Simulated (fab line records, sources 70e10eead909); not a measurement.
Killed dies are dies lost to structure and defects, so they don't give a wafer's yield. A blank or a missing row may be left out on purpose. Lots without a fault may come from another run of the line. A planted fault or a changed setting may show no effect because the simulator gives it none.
fab line records | flow nand_harc
record lots=5 wafers=15 last_day=32
route steps=1302 shown P_M2@339 P_BONDPAD@351
lots that met no fault: from a run of the same line without faults
start_h: hours from the record's first day to the start of the lot's first wafer shown | wait_h: hours since the lot's step before | " the same as in the row above | L1.1+2: a row that stands for several wafers | - no value, or no start given | * or withheld: withheld | < > ~ a bound
route shown NAME@n: a module of which the file shows steps, and the number in the route of the first | usual: mean/standard deviation of fault-free wafers | same: alike in all rows | chamber/n: place in a boat | sites: the reading at each site | _std_site: their standard deviation | _edge_site: outer sites' mean less inner sites' | radius_mm: how far each site lies from the wafer's centre | mask NAME#n: copy n | behind: the tool/chamber that last shaped the wafer | hold: why the lot was held/for how many hours/how that ended | device: the transistor (n, p or np) that didn't switch | end of line: the same wafers' tests at the end of the route | a step without rows: its recipe alone | killed: dies lost to structure and defects at the first sort, not the wafer's yield | map: a wafer's dies, x killed, . not, _ none there
set.NAME: the setting as run; set.NAME@STEP: as run at that earlier step | model.NAME: the simulator's own value behind a step, which no gauge read
lots at some steps of the route; a table a step, a row a wafer
services: from which hour (start_h, from the record's first day; less than 0 if before it) a tool's chamber was out of use, for how many hours, and why
## steps
# step NHARC_P_M2_PRE_CLEAN_30
# recipe time_s=30 temp_c=280 gas=H2/He
# usual heater_power_w=397/25
# columns lot.wafer tool chamber start_h wait_h heater_power_w
L075.4 pvd_sputter-01 - - - 402
L075.1 " - " " 416
L075.6 " - " " 429
L080.2 pvd_sputter-03 - - - 393
L080.1 " - " " 424
L080.5 " - " " 383
L086.3 pvd_sputter-03 - - - 382
L086.4 " - " " 386
L086.6 " - " " 420
L089.4 pvd_sputter-01 - - - 460
L089.5 " - " " 385
L089.6 " - " " 409
L092.3 pvd_sputter-03 - - - 412
L092.5 " - " " 387
L092.6 " - " " 417
# step NHARC_P_M2_PVD_20
# recipe target_thk_a=50 bias_v=168.6 power_w=15000 chamber_pressure_pa=0.12 time_s=8.06 substrate_temp_c=50 material=TaN
# usual chamber_pressure_pa=0.11999/0.00027 throttle_valve_pct=30.2/1.4
# columns lot.wafer tool chamber start_h wait_h chamber_pressure_pa throttle_valve_pct
L075.1 pvd_sputter-01 - - - 0.11992 31.9
L075.4 " - " " 0.11993 30.0
L075.6 " - " " 0.11985 32.0
L080.1 pvd_sputter-03 - - - 0.11972 29.3
L080.2 " - " " 0.11993 30.7
L080.5 " - " " 0.11999 29.3
L086.4 pvd_sputter-03 - - - 0.12001 30.5
L086.3 " - " " 0.12006 29.5
L086.6 " - " " 0.11998 32.5
L089.4 pvd_sputter-01 - - - 0.11988 30.7
L089.5 " - " " 0.12 32.0
L089.6 " - " " 0.11977 31.2
L092.3 pvd_sputter-03 - - - 0.1203 32.7
L092.5 " - " " 0.12012 28.2
L092.6 " - " " 0.12011 30.3
# step NHARC_P_M2_PVD_21
# recipe target_thk_a=300 chamber_pressure_pa=5 power_w=5000 substrate_temp_c=30 time_s=20.49 material=Cu
# usual chamber_pressure_pa=5.001/0.0094 throttle_valve_pct=30.3/1.4
# columns lot.wafer tool chamber start_h wait_h chamber_pressure_pa throttle_valve_pct
L075.4 pvd_sputter-01 - - - 5.008 32.0
L075.1 " - " " 5.010 30.8
L075.6 " - " " 5.015 30.2
L080.1 pvd_sputter-03 - - - 5.008 32.7
L080.2 " - " " 4.998 28.3
L080.5 " - " " 4.998 32.5
L086.4 pvd_sputter-03 - - - 5.002 28.0
L086.3 " - " " 5.003 30.4
L086.6 " - " " 4.999 28.0
L089.4 pvd_sputter-01 - - - 4.988 31.3
L089.6 " - " " 5.008 31.2
L089.5 " - " " 4.999 30.5
L092.3 pvd_sputter-03 - - - 5.001 32.6
L092.5 " - " " 5.011 28.4
L092.6 " - " " 5.012 30.4
# step NHARC_P_M2_ECD_22
# recipe target_thk_a=4000 bath_temp_c=25 material=Cu
# columns lot.wafer tool chamber start_h wait_h
L075.1+4+6 ecd_cu-01 0,1,0 140.08 -
L080.2+1+5 ecd_cu-02 1,0,1 188.95 -
L086.4+3+6 ecd_cu-01 1,0,0 246.36 -
L089.4+5+6 ecd_cu-02 0,0,1 285.96 -
L092.3+5+6 ecd_cu-02 1,1,0 312.10 -
# step NHARC_P_M2_ANNEAL_31
# recipe temp_c=225 time_s=90
# usual wafer_temp_C_max=226.4/0.41
# columns lot.wafer tool chamber start_h wait_h wafer_temp_C_max
L075.1 rtp_anneal-02 0 140.46 0.3 225.9
L075.4 " 0 " " 226.2
L075.6 " 0 " " 225.7
L080.1 rtp_anneal-02 0 189.32 - 226.5
L080.2 " 0 " " 225.9
L080.5 " 0 " " 226.0
L086.3 rtp_anneal-01 0 246.77 0.3 226.7
L086.4 " 0 " " 227.0
L086.6 " 0 " " 227.0
L089.4 rtp_anneal-02 0 286.39 0.4 225.8
L089.5 " 0 " " 226.4
L089.6 " 0 " " 226.1
L092.3 rtp_anneal-01 0 312.48 - 226.4
L092.5 " 0 " " 226.5
L092.6 " 0 " " 226.1
# step NHARC_P_M2_CMP_23
# recipe t_overpolish_s=20 target_thk_nm=144.3
# usual motor_current_A=11.9/1.2 slurry_filter_dp_kPa=13.47/0.12 time_to_endpoint_s=29/3.2
# columns lot.wafer tool chamber start_h wait_h motor_current_A slurry_filter_dp_kPa time_to_endpoint_s
L075.4 cmp-02 0 140.84 - 9.3 13.52 31
L075.1 " 2 " " 12.2 13.27 30
L075.6 " 0 " " 9.9 13.52 30
L080.2 cmp-03 3 189.70 - 12.7 13.63 25
L080.1 " 2 " " 11.4 13.47 26
L080.5 " 3 " " 12.7 13.30 26
L086.4 cmp-02 0 247.02 - 10.4 13.32 30
L086.3 " 3 " " 10.4 13.64 27
L086.6 " 0 " " 9.6 13.52 30
L089.4 cmp-03 2 286.66 - 11.5 13.45 27
L089.6 " 3 " " 13.4 13.25 24
L089.5 " 0 " " 13.0 13.69 26
L092.3 cmp-03 3 312.81 - 13.3 13.45 25
L092.6 " 0 " " 12.4 13.35 23
L092.5 " 1 " " 10.5 13.49 29
# step NHARC_P_M2_THK_MEAS_24
# recipe thk_meas_gauge=xrf
# usual thk_nm=144.4/1.8
# columns lot.wafer tool chamber start_h wait_h thk_nm
L075.1 film_metro-02 - 141.12 - 145.8
L075.4 " - " " 145.4
L075.6 " - " " 144.5
L080.1 film_metro-01 - 190.01 - 144.7
L080.2 " - " " 144.6
L080.5 " - " " 145.3
L086.3 film_metro-01 - 247.33 - 145.2
L086.4 " - " " 142.9
L086.6 " - " " 142.8
L089.4 film_metro-02 - 286.89 - 143.2
L089.5 " - " " 144.7
L089.6 " - " " 142.8
L092.3 film_metro-01 - 313.04 - 143.3
L092.5 " - " " 143.5
L092.6 " - " " 141.8
# step NHARC_P_M2_SRD_25
# columns lot.wafer tool chamber start_h wait_h
L075.6+1+4 wet_bench-08 6,1,2 141.16 0.0
L080.2+5+1 wet_bench-10 5,7,0 190.06 0.0
L086.3+6+4 wet_bench-10 0,1,3 247.38 0.0
L089.5+6+4 wet_bench-10 3,5,6 286.94 0.0
L092.5+6+3 wet_bench-08 6,0,2 313.08 0.0
# step NHARC_P_M2_INSPECT_27
# usual raw_defect_count=331/130
# columns lot.wafer tool chamber start_h wait_h raw_defect_count
L075.1 defect_inspect-02 - 141.28 0.0 302
L075.4 " - " " 295
L075.6 " - " " 177
L080.1 defect_inspect-02 - 190.17 0.0 244
L080.2 " - " " 225
L080.5 " - " " 219
L086.3 defect_inspect-02 - 247.49 0.0 919
L086.4 " - " " 418
L086.6 " - " " 289
L089.4 defect_inspect-02 - 287.05 0.0 335
L089.5 " - " " 270
L089.6 " - " " 193
L092.3 defect_inspect-01 - 313.19 0.0 272
L092.5 " - " " 282
L092.6 " - " " 179
# step NHARC_P_M2_PRE_CLEAN_32
# recipe time_s=12 temp_c=370 rf_power_w=300 gas=NH3
# usual heater_power_w=600/77
# columns lot.wafer tool chamber start_h wait_h heater_power_w
L075.1 pecvd-04 2 142.03 0.8 450
L075.6 " 0 " " 678
L075.4 " 2 " " 436
L080.2 pecvd-04 2 190.24 0.1 466
L080.1 " 0 " " 627
L080.5 " 1 " " 627
L086.3 pecvd-04 1 247.55 0.1 626
L086.6 " 1 " " 619
L086.4 " 2 " " 477
L089.4 pecvd-03 1 287.16 0.1 520
L089.5 " 2 " " 688
L089.6 " 0 " " 599
L092.3 pecvd-03 0 313.29 0.1 583
L092.6 " 1 " " 502
L092.5 " 0 " " 585
# step NHARC_P_M2_DEP_33
# recipe target_thk_a=300 temp_c=370 target_thk_nm=30 pressure_torr=3 flow_sccm=200 rf_w=450 material=SiCN
# usual heater_power_w=554/73
# columns lot.wafer tool chamber start_h wait_h heater_power_w
L075.1 pecvd-04 2 142.17 0.1 421
L075.6 " 0 " " 589
L075.4 " 2 " " 446
L080.2 pecvd-04 2 190.31 0.1 443
L080.1 " 0 " " 572
L080.5 " 1 " " 542
L086.3 pecvd-04 1 247.63 0.1 585
L086.6 " 1 " " 590
L086.4 " 2 " " 454
L089.4 pecvd-03 1 287.32 0.2 475
L089.5 " 2 " " 666
L089.6 " 0 " " 575
L092.3 pecvd-03 0 313.43 0.1 598
L092.6 " 1 " " 488
L092.5 " 0 " " 597
# step NHARC_P_BONDPAD_DEP_00
# recipe target_thk_a=2500 temp_c=370 target_thk_nm=250 pressure_torr=3 flow_sccm=200 rf_w=450 material=SiCN
# usual heater_power_w=565/79
# columns lot.wafer tool chamber start_h wait_h heater_power_w
L075.1 pecvd-03 0 142.56 - 629
L075.4 " 0 " " 634
L075.6 " 0 " " 644
L080.1 pecvd-01 1 190.73 - 525
L080.2 " 2 " " 527
L080.5 " 2 " " 529
L086.3 pecvd-03 1 248.13 - 491
L086.6 " 2 " " 701
L086.4 " 1 " " 510
L089.4 pecvd-01 0 287.75 - 704
L089.6 " 1 " " 562
L089.5 " 2 " " 603
L092.3 pecvd-04 1 313.80 - 540
L092.5 " 0 " " 622
L092.6 " 1 " " 566
# step NHARC_P_BONDPAD_CMP_32
# recipe target_thk_nm=200 material=SiCN
# usual motor_current_A=11.9/1.2 slurry_filter_dp_kPa=13.50/0.14
# columns lot.wafer tool chamber start_h wait_h motor_current_A slurry_filter_dp_kPa
L075.4 cmp-01 0 143.12 0.4 11.3 13.25
L075.1 " 1 " " 14.0 13.54
L075.6 " 0 " " 11.9 13.60
L080.1 cmp-02 0 191.13 - 9.8 13.57
L080.2 " 2 " " 12.3 13.23
L080.5 " 1 " " 13.3 13.48
L086.4 cmp-02 1 248.45 - 13.3 13.48
L086.3 " 2 " " 12.2 13.52
L086.6 " 1 " " 13.7 13.65
L089.4 cmp-01 0 288.09 - 11.9 13.54
L089.6 " 1 " " 14.3 13.37
L089.5 " 2 " " 11.8 13.60
L092.3 cmp-01 0 314.19 - 11.7 13.41
L092.5 " 3 " " 11.9 13.35
L092.6 " 0 " " 12.2 13.36
# step NHARC_P_BONDPAD_THK_MEAS_33
# recipe thk_meas_gauge=ellipsometry
# usual thk_nm=199.9/1.7
# columns lot.wafer tool chamber start_h wait_h thk_nm
L075.1 film_metro-02 - 143.35 0.2 202.4
L075.4 " - " " 202.0
L075.6 " - " " 201.9
L080.1 film_metro-01 - 191.38 0.2 198.7
L080.2 " - " " 200.2
L080.5 " - " " 200.1
L086.3 film_metro-01 - 248.70 0.2 201.4
L086.4 " - " " 202.2
L086.6 " - " " 201.7
L089.4 film_metro-01 - 288.27 0.2 200.8
L089.5 " - " " 197.5
L089.6 " - " " 199.8
L092.3 film_metro-02 - 314.42 0.2 199.3
L092.5 " - " " 198.2
L092.6 " - " " 199.5
# step NHARC_P_BONDPAD_SRD_34
# columns lot.wafer tool chamber start_h wait_h
L075.1+6+4 wet_bench-10 3,6,7 143.39 0.0
L080.1+2+5 wet_bench-10 1,3,4 191.42 0.0
L086.4+3+6 wet_bench-08 3,6,7 248.75 0.0
L089.4+6+5 wet_bench-10 6,7,1 288.31 0.0
L092.6+5+3 wet_bench-08 1,5,6 314.45 0.0
# step NHARC_P_BONDPAD_DEHYDRATE_01
# recipe temp_c=150 time_s=120
# columns lot.wafer tool chamber start_h wait_h
L075.1+4+6 litho_track-02 0 143.47 0.1
L080.1+2+5 litho_track-03 0 191.50 0.1
L086.3+4+6 litho_track-02 0 248.82 0.1
L089.4+5+6 litho_track-03 0 288.39 0.1
L092.3+5+6 litho_track-07 0 314.54 0.1
# step NHARC_P_BONDPAD_HMDS_02
# recipe time_s=30
# columns lot.wafer tool chamber start_h wait_h
L075.1+4+6 litho_track-02 0 - -
L080.1+2+5 litho_track-03 0 - -
L086.3+4+6 litho_track-02 0 - -
L089.4+5+6 litho_track-03 0 - -
L092.3+5+6 litho_track-07 0 - -
# step NHARC_P_BONDPAD_COAT_36
# recipe temp_c=200 time_s=65
# columns lot.wafer tool chamber start_h wait_h
L075.1+4+6 litho_track-02 0 - -
L080.1+2+5 litho_track-03 0 - -
L086.3+4+6 litho_track-02 0 - -
L089.4+5+6 litho_track-03 0 - -
L092.3+5+6 litho_track-07 0 - -
# step NHARC_P_BONDPAD_COAT_03
# recipe spin_rpm=2000 resist_thk_nm=600
# columns lot.wafer tool chamber start_h wait_h
L075.1+4+6 litho_track-02 0 - -
L080.1+2+5 litho_track-03 0 - -
L086.3+4+6 litho_track-02 0 - -
L089.4+5+6 litho_track-03 0 - -
L092.3+5+6 litho_track-07 0 - -
# step NHARC_P_BONDPAD_SOFTBAKE_04
# recipe temp_c=125 time_s=70
# columns lot.wafer tool chamber start_h wait_h
L075.1+4+6 litho_track-02 0 - -
L080.1+2+5 litho_track-03 0 - -
L086.3+4+6 litho_track-02 0 - -
L089.4+5+6 litho_track-03 0 - -
L092.3+5+6 litho_track-07 0 - -
# step NHARC_P_BONDPAD_EBR_05
# columns lot.wafer tool chamber start_h wait_h
L075.1+4+6 litho_track-02 0 - -
L080.1+2+5 litho_track-03 0 - -
L086.3+4+6 litho_track-02 0 - -
L089.4+5+6 litho_track-03 0 - -
L092.3+5+6 litho_track-07 0 - -
# step NHARC_P_BONDPAD_EXPOSE_06
# recipe na=0.55 dose_mj=37.06 mask_id=P_BPAD
# columns lot.wafer tool chamber start_h wait_h mask
L075.1+4+6 krf_scanner-02 0 143.63 - P_BPAD#0
L080.1+2+5 krf_scanner-02 0 191.80 - P_BPAD#0
L086.3+4+6 krf_scanner-02 0 249.12 - P_BPAD#0
L089.4+5+6 krf_scanner-01 0 288.57 - P_BPAD#0
L092.3+5+6 krf_scanner-04 0 314.84 - P_BPAD#0
# step NHARC_P_BONDPAD_PEB_07
# recipe peb_temp_c=128 peb_time_s=80
# columns lot.wafer tool chamber start_h wait_h
L075.1+4+6 litho_track-07 0 143.70 0.1
L080.1+2+5 litho_track-02 0 191.87 0.1
L086.3+4+6 litho_track-03 0 249.18 0.1
L089.4+5+6 litho_track-07 0 288.62 0.0
L092.3+5+6 litho_track-02 0 314.90 0.1
# step NHARC_P_BONDPAD_DEVELOP_08
# recipe time_s=50 dev_temp_c=22
# columns lot.wafer tool chamber start_h wait_h
L075.1+4+6 litho_track-07 0 - -
L080.1+2+5 litho_track-02 0 - -
L086.3+4+6 litho_track-03 0 - -
L089.4+5+6 litho_track-07 0 - -
L092.3+5+6 litho_track-02 0 - -
# step NHARC_P_BONDPAD_CD_MEAS_09
# recipe target_cd_nm=500 landing_energy_ev=500
# usual cd_nm=501.1/2.3
# columns lot.wafer tool chamber start_h wait_h cd_nm
L075.1 cd_sem-03 0 143.78 - 498.2
L075.4 " 0 " " 502.5
L075.6 " 0 " " 503.4
L080.1 cd_sem-01 0 191.95 - 500.7
L080.2 " 0 " " 505.7
L080.5 " 0 " " 500.0
L086.3 cd_sem-03 0 249.27 - 502.2
L086.4 " 0 " " 500.5
L086.6 " 0 " " 504.7
L089.4 cd_sem-03 0 288.71 - 499.5
L089.5 " 0 " " 503.6
L089.6 " 0 " " 503.1
L092.3 cd_sem-03 0 314.98 - 499.8
L092.5 " 0 " " 500.3
L092.6 " 0 " " 503.2
# step NHARC_P_BONDPAD_OVL_MEAS_38
# usual overlay_x_nm=2/4.3 overlay_y_nm=-2/6.2
# columns lot.wafer tool chamber start_h wait_h overlay_x_nm overlay_y_nm
L075.1 overlay-01 - 143.87 - -1 3
L075.4 " - " " -1 3
L075.6 " - " " -1 4
L080.1 overlay-02 - 192.04 - -2 3
L080.2 " - " " -3 3
L080.5 " - " " -2 3
L086.3 overlay-01 - 249.36 - -7 0
L086.4 " - " " -7 0
L086.6 " - " " -7 0
L089.4 overlay-02 - 288.80 - 0 -4
L089.5 " - " " 0 -4
L089.6 " - " " -1 -4
L092.3 overlay-02 - 315.07 - 1 1
L092.5 " - " " 1 1
L092.6 " - " " 0 2
# step NHARC_P_BONDPAD_HARDBAKE_10
# recipe temp_c=118 time_s=65
# columns lot.wafer tool chamber start_h wait_h
L075.1+4+6 litho_track-02 0 143.92 0.0
L080.1+2+5 litho_track-07 0 192.09 0.0
L086.3+4+6 litho_track-07 0 249.41 0.1
L089.4+5+6 litho_track-07 0 288.85 0.1
L092.3+5+6 litho_track-02 0 315.12 0.0
# step NHARC_P_BONDPAD_DESCUM_11
# recipe time_s=3 o2_flow_sccm=200 ar_flow_sccm=0 bias_power_w=0 chemistry=O2
# usual drypump_motor_current_A=5.6/0.4 oes_product_au=1.007/0.013 rf_vpp_V=57.7/0.85 showerhead_plenum_p_Torr=1.90/0.063 throttle_valve_pct=11.311/0.0085
# columns lot.wafer tool chamber start_h wait_h drypump_motor_current_A oes_product_au rf_hours_counter_h rf_vpp_V showerhead_plenum_p_Torr throttle_valve_pct
L075.4 rie_diel-06 1 144.01 - 5.8 1.019 0.7 58.3 2.06 11.311
L075.1 " 2 " " 5.7 1.001 0.6 57.2 1.80 11.295
L075.6 " 0 " " 5.4 1.020 - 57.2 1.93 11.311
L080.1 rie_diel-06 1 192.17 - 5.8 1.001 3.8 57.2 2.06 11.331
L080.2 " 2 " " 5.7 1.002 4.4 57.4 1.80 11.321
L080.5 " 0 " " 5.4 1.002 - 58.5 1.93 11.306
L086.3 rie_diel-04 2 249.49 - 5.0 0.994 3.8 57.3 1.97 11.302
L086.4 " 3 " " 4.9 1.024 3.8 57.8 1.90 11.311
L086.6 " 1 " " 5.7 1.027 - 57.0 1.88 11.312
L089.4 rie_diel-04 0 288.92 - 6.0 1.008 5.6 58.1 1.87 11.317
L089.6 " 0 " " 6.0 1.011 - 58.2 1.87 11.306
L089.5 " 1 " " 5.8 1.008 - 56.5 1.88 11.310
L092.3 rie_diel-04 3 315.20 - 4.9 0.993 7.2 58.2 1.90 11.319
L092.5 " 1 " " 5.8 1.021 - 57.8 1.88 11.314
L092.6 " 3 " " 4.9 1.005 - 59.0 1.90 11.320
# step NHARC_P_BONDPAD_ETCH_37
# recipe target_depth_a=600 overetch_a=180 time_s=65.91 ion_energy_ev=200 n2_flow_sccm=150 h2_flow_sccm=150 ar_flow_sccm=0 rf_w=400 bias_w=150 chemistry=N2/H2
# usual drypump_motor_current_A=5.6/0.39 oes_product_au=1.006/0.014 rf_vpp_V=429.9/2 showerhead_plenum_p_Torr=2.02/0.069 throttle_valve_pct=14.170/0.009
# columns lot.wafer tool chamber start_h wait_h drypump_motor_current_A oes_product_au rf_hours_counter_h rf_vpp_V showerhead_plenum_p_Torr throttle_valve_pct
L075.1 rie_diel-06 3 144.09 0.1 6.2 0.981 0.4 429.8 1.99 14.169
L075.4 " 0 " " 5.4 0.991 0.5 431.3 2.06 14.163
L075.6 " 2 " " 5.8 0.996 - 427.9 1.92 14.166
L080.2 rie_diel-06 1 192.25 0.1 5.8 1.013 3.8 436.6 2.20 14.161
L080.1 " 3 " " 6.2 0.995 3.8 429.4 1.99 14.169
L080.5 " 0 " " 5.4 1.001 - 430.1 2.06 14.168
L086.4 rie_diel-04 1 249.57 0.1 5.8 1.021 4.0 430.3 2.01 14.167
L086.3 " 2 " " 5.0 0.982 3.8 431.1 2.10 14.174
L086.6 " 1 " " 5.8 1.023 - 429.1 2.01 14.174
L089.4 rie_diel-04 1 289.01 0.1 5.8 1.008 6.3 429.9 2.01 14.188
L089.6 " 0 " " 6.0 1.009 - 431.0 1.99 14.178
L089.5 " 1 " " 5.8 1.010 - 428.2 2.01 14.179
L092.3 rie_diel-04 1 315.31 0.1 5.8 1.017 7.7 429.3 2.01 14.164
L092.5 " 3 " " 4.9 1.004 - 429.2 2.02 14.176
L092.6 " 1 " " 5.8 1.021 - 428.1 2.01 14.159
# step NHARC_P_BONDPAD_ETCH_12
# recipe target_depth_a=2000 time_s=100 chf3_flow_sccm=50 o2_flow_sccm=10 ar_flow_sccm=200 rf_w=500 bias_w=200 chemistry=CHF3/O2
# usual drypump_motor_current_A=5.5/0.39 oes_product_au=0.949/0.026 rf_vpp_V=370.2/2 showerhead_plenum_p_Torr=2.39/0.078 throttle_valve_pct=20.573/0.0088
# columns lot.wafer tool chamber start_h wait_h drypump_motor_current_A oes_product_au rf_hours_counter_h rf_vpp_V showerhead_plenum_p_Torr throttle_valve_pct
L075.1 rie_diel-06 2 - - 5.7 0.970 0.6 366.4 2.27 20.569
L075.4 " 0 " " 5.4 0.962 0.6 370.6 2.42 20.562
L075.6 " 3 " " 6.2 0.939 - 369.2 2.35 20.573
L080.1 rie_diel-06 0 - - 5.4 0.915 3.5 371.3 2.42 20.561
L080.2 " 1 " " 5.8 0.933 3.8 375.4 2.58 20.572
L080.5 " 0 " " 5.4 0.933 - 371.2 2.42 20.567
L086.4 rie_diel-04 2 - - 5.0 0.946 3.9 372.3 2.47 20.568
L086.3 " 3 " " 4.9 0.989 3.8 371.6 2.39 20.580
L086.6 " 1 " " 5.8 0.984 - 368.6 2.36 20.567
L089.4 rie_diel-04 0 - - 6.0 0.938 5.6 370.8 2.35 20.570
L089.6 " 1 " " 5.8 0.926 - 368.8 2.36 20.576
L089.5 " 2 " " 5.0 0.909 - 371.7 2.47 20.578
L092.3 rie_diel-04 3 - - 4.9 0.966 7.3 370.4 2.38 20.574
L092.5 " 1 " " 5.7 0.957 - 369.3 2.36 20.567
L092.6 " 3 " " 4.9 0.966 - 369.8 2.39 20.574
# step NHARC_P_BONDPAD_CD_MEAS_13
# usual cd_nm=500.7/2.6
# columns lot.wafer tool chamber start_h wait_h cd_nm
L075.1 cd_sem-03 - 144.31 - 497.9
L075.4 " - " " 501.8
L075.6 " - " " 503.3
L080.1 cd_sem-01 - 192.48 - 498.9
L080.2 " - " " 505.1
L080.5 " - " " 497.1
L086.3 cd_sem-01 - 249.80 - 502.2
L086.4 " - " " 501.3
L086.6 " - " " 503.5
L089.4 cd_sem-02 - 289.24 - 499.0
L089.5 " - " " 503.3
L089.6 " - " " 501.6
L092.3 cd_sem-02 - 315.56 - 501.3
L092.5 " - " " 499.4
L092.6 " - " " 504.5
# step NHARC_P_BONDPAD_STRIP_15
# recipe o2_flow_sccm=500 ar_flow_sccm=0 bias_w=0 chemistry=O2
# usual drypump_motor_current_A=5.6/0.34 oes_product_au=1.005/0.013 rf_vpp_V=57.7/0.9 showerhead_plenum_p_Torr=3.49/0.12 throttle_valve_pct=17.037/0.0085
# columns lot.wafer tool chamber start_h wait_h drypump_motor_current_A oes_product_au rf_hours_counter_h rf_vpp_V showerhead_plenum_p_Torr throttle_valve_pct
L075.4 rie_diel-04 3 144.38 0.1 4.9 1.016 6.2 57.6 3.51 17.045
L075.1 " 1 " " 5.8 1.017 7.0 56.6 3.48 17.040
L075.6 " 3 " " 4.9 1.016 - 57.3 3.51 17.033
L080.2 rie_diel-06 3 192.55 0.1 6.2 0.994 3.8 57.9 3.45 17.036
L080.1 " 2 " " 5.7 0.994 4.5 59.0 3.34 17.024
L080.5 " 3 " " 6.2 0.987 - 56.9 3.46 17.032
L086.4 rie_diel-05 3 249.89 0.1 5.5 1.014 0.2 56.9 3.57 17.042
L086.3 " 0 " " 5.5 1.022 0.2 58.1 3.38 17.031
L086.6 " 2 " " 5.8 1.010 - 57.7 3.32 17.049
L089.4 rie_diel-05 2 289.34 0.1 5.7 0.998 1.5 57.9 3.32 17.044
L089.5 " 0 " " 5.6 1.010 - 58.4 3.38 17.053
L089.6 " 1 " " 5.6 1.003 - 58.2 3.50 17.046
L092.3 rie_diel-04 3 315.65 0.1 4.9 1.013 7.3 57.6 3.50 17.040
L092.6 " 1 " " 5.8 1.007 - 58.5 3.47 17.030
L092.5 " 3 " " 4.9 1.014 - 58.7 3.50 17.030
# step NHARC_P_BONDPAD_ETCH_24
# recipe target_depth_a=300 over_etch_frac=0.3 time_s=72.99 ion_energy_ev=150 cf4_flow_sccm=50 n2_flow_sccm=100 ar_flow_sccm=150 rf_w=300 bias_w=100 chemistry=CF4/N2
# usual drypump_motor_current_A=5.6/0.34 oes_product_au=1.009/0.013 rf_vpp_V=313.6/1.5 showerhead_plenum_p_Torr=2.59/0.083 throttle_valve_pct=19.796/0.0088
# columns lot.wafer tool chamber start_h wait_h drypump_motor_current_A oes_product_au rf_hours_counter_h rf_vpp_V showerhead_plenum_p_Torr throttle_valve_pct
L075.4 rie_diel-04 0 - - 6.0 1.018 6.0 314.4 2.57 19.798
L075.1 " 1 " " 5.8 1.025 7.0 313.6 2.59 19.800
L075.6 " 3 " " 4.9 1.017 - 312.8 2.61 19.793
L080.2 rie_diel-06 3 - - 6.2 0.997 3.9 312.4 2.57 19.783
L080.1 " 2 " " 5.8 0.990 4.5 312.5 2.48 19.791
L080.5 " 0 " " 5.4 1.006 - 314.9 2.65 19.789
L086.3 rie_diel-05 0 - - 5.5 1.027 0.3 312.9 2.52 19.789
L086.4 " 1 " " 5.6 1.004 0.3 314.8 2.60 19.800
L086.6 " 3 " " 5.5 1.013 - 315.0 2.66 19.799
L089.4 rie_diel-05 0 - - 5.5 1.018 1.6 313.0 2.51 19.790
L089.5 " 3 " " 5.5 1.009 - 314.1 2.65 19.791
L089.6 " 0 " " 5.5 1.006 - 311.7 2.51 19.796
L092.3 rie_diel-04 0 315.83 0.2 6.0 1.012 7.4 314.3 2.56 19.777
L092.5 " 1 " " 5.7 1.014 - 312.7 2.58 19.797
L092.6 " 3 " " 4.9 1.009 - 314.6 2.61 19.779
# step NHARC_P_BONDPAD_STRIP_16
# recipe time_s=600 temp_c=30 chemistry=post_etch_residue_remover
# usual temp_c=29.99/0.11
# columns lot.wafer tool chamber start_h wait_h temp_c
L075.1 wet_bench-08 6 144.66 - 29.80
L075.4 " 7 " " 30.04
L075.6 " 0 " " 30.12
L080.5 wet_bench-10 5 192.85 - 30.21
L080.1 " 6 " " 30.08
L080.2 " 7 " " 30.09
L086.4 wet_bench-08 2 250.15 - 29.92
L086.3 " 6 " " 29.92
L086.6 " 7 " " 29.89
L089.4 wet_bench-10 1 289.60 - 30.27
L089.6 " 2 " " 29.87
L089.5 " 5 " " 29.82
L092.3 wet_bench-08 6 315.95 - 29.80
L092.5 " 0 " " 29.88
L092.6 " 2 " " 30.03
# step NHARC_P_BONDPAD_DEGAS_25
# recipe temp_c=300 time_s=60
# usual heater_power_w=450/31
# columns lot.wafer tool chamber start_h wait_h heater_power_w
L075.1 pvd_sputter-01 - 144.93 - 456
L075.4 " - " " 465
L075.6 " - " " 453
L080.2 pvd_sputter-01 - 193.10 - 456
L080.1 " - " " 472
L080.5 " - " " 460
L086.4 pvd_sputter-01 - 250.43 - 455
L086.3 " - " " 517
L086.6 " - " " 446
L089.4 pvd_sputter-01 - 289.89 - 456
L089.5 " - " " 517
L089.6 " - " " 435
L092.3 pvd_sputter-02 - 316.22 - 424
L092.6 " - " " 444
L092.5 " - " " 478
# step NHARC_P_BONDPAD_PRE_CLEAN_26
# recipe time_s=30 temp_c=280 gas=H2/He
# usual heater_power_w=394/30
# columns lot.wafer tool chamber start_h wait_h heater_power_w
L075.1 pvd_sputter-01 - - - 395
L075.4 " - " " 396
L075.6 " - " " 431
L080.1 pvd_sputter-01 - - - 388
L080.2 " - " " 437
L080.5 " - " " 442
L086.3 pvd_sputter-01 - - - 400
L086.4 " - " " 405
L086.6 " - " " 398
L089.4 pvd_sputter-01 - - - 451
L089.6 " - " " 388
L089.5 " - " " 388
L092.3 pvd_sputter-02 - - - 373
L092.5 " - " " 374
L092.6 " - " " 342
# step NHARC_P_BONDPAD_PVD_17
# recipe target_thk_a=50 bias_v=168.6 power_w=15000 chamber_pressure_pa=0.12 time_s=8.06 substrate_temp_c=50 material=TaN
# usual chamber_pressure_pa=0.11999/0.00023 throttle_valve_pct=30.4/1.2
# columns lot.wafer tool chamber start_h wait_h chamber_pressure_pa throttle_valve_pct
L075.1 pvd_sputter-01 - - - 0.12025 32.1
L075.4 " - " " 0.11999 32.1
L075.6 " - " " 0.12006 29.7
L080.1 pvd_sputter-01 - - - 0.11992 30.9
L080.2 " - " " 0.12012 32.2
L080.5 " - " " 0.12026 30.1
L086.4 pvd_sputter-01 - - - 0.12031 31.9
L086.3 " - " " 0.12008 30.5
L086.6 " - " " 0.12027 31.9
L089.4 pvd_sputter-01 - - - 0.12003 30.7
L089.6 " - " " 0.11989 31.9
L089.5 " - " " 0.12026 31.3
L092.3 pvd_sputter-02 - - - 0.11985 30.3
L092.5 " - " " 0.11967 30.1
L092.6 " - " " 0.11941 31.1
## services
# columns tool chamber start_h hours kind
wet_bench-08 - 118.40 8.0 pm
rie_diel-06 3 122.21 8.9 repair
pvd_sputter-01 - 128.80 3.5 repair
rie_diel-06 - 130.20 9.0 pm
wet_bench-10 - 135.20 8.0 pm
pecvd-03 2 140.18 5.1 repair
rie_diel-06 1 144.92 6.8 repair
rie_diel-06 2 150.52 2.1 repair
pvd_sputter-03 - 170.05 10.0 pm
rie_diel-04 - 177.90 9.0 pm
wet_bench-10 - 221.04 1.5 repair
pvd_sputter-01 - 226.01 10.0 pm
litho_track-02 - 227.00 7.0 pm
rie_diel-04 2 250.81 3.6 repair
litho_track-07 - 251.00 7.0 pm
wet_bench-10 - 257.61 5.9 repair
pecvd-04 - 269.00 13.0 pm
pvd_sputter-03 - 273.05 12.4 repair
litho_track-03 - 275.00 7.0 pm
wet_bench-08 - 294.40 8.0 pm
rie_diel-06 - 307.20 9.0 pm
rie_diel-04 2 308.22 9.9 repair
pvd_sputter-01 - 309.76 10.0 repair
wet_bench-10 - 311.20 8.0 pm
## key
fault none
